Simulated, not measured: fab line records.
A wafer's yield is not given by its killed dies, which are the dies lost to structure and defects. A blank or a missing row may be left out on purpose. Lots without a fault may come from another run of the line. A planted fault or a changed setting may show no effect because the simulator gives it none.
Matching of chambers :: flow n5-finfet :: 4 sister chambers for N5_BEOL_M2_ETCH_69 on rie-diel-01
The step etches SiARC in CF4, target depth 15.6 nm, time 26 s. 4 wafers are shown with their chamber, then 9 later ones without.

EACH WAFER AND ITS CHAMBER
wafer: L077.6
chamber: 1
drypump-motor-current-A (A): 5.3

wafer: L089.6
chamber: 3
drypump-motor-current-A (A): 6.1

wafer: L091.4
chamber: 0
drypump-motor-current-A (A): 5.2

wafer: L091.6
chamber: 2
drypump-motor-current-A (A): 5.6

WAFERS MISSING THEIR CHAMBER
wafer: L093.2
drypump-motor-current-A (A): 5.3

wafer: L093.5
drypump-motor-current-A (A): 5.2

wafer: L093.6
drypump-motor-current-A (A): 5.3

wafer: L095.1
drypump-motor-current-A (A): 5.6

wafer: L095.2
drypump-motor-current-A (A): 6.1

wafer: L095.3
drypump-motor-current-A (A): 5.2

wafer: L097.1
drypump-motor-current-A (A): 5.6

wafer: L097.3
drypump-motor-current-A (A): 6.2

wafer: L097.4
drypump-motor-current-A (A): 5.3

EACH ONE'S CHAMBER
wafer: L093.2
from the rows above: 1
in truth: 1

wafer: L093.5
from the rows above: 0
in truth: 0

wafer: L093.6
from the rows above: 1
in truth: 1

wafer: L095.1
from the rows above: 2
in truth: 2

wafer: L095.2
from the rows above: 3
in truth: 3

wafer: L095.3
from the rows above: 0
in truth: 0

wafer: L097.1
from the rows above: 2
in truth: 2

wafer: L097.3
from the rows above: 3
in truth: 3

wafer: L097.4
from the rows above: 1
in truth: 1
Correctly placed: 9 of 9. Not placeable from these rows: 0. Wrongly placed: 0.
How it was worked out, from the rows above alone: a wafer's distance from a chamber is the root of the sum, over the readings, of the square of ((its reading less the chamber's mean) divided by the reading's scatter). If the next closest chamber is less than 2 further off than the closest, the wafer can't be placed; otherwise it belongs to the closest. A chamber's mean is the mean of its shown wafers. The scatter: root of mean squared gap, hidden wafer to nearest shown wafer, with one shown wafer a chamber.
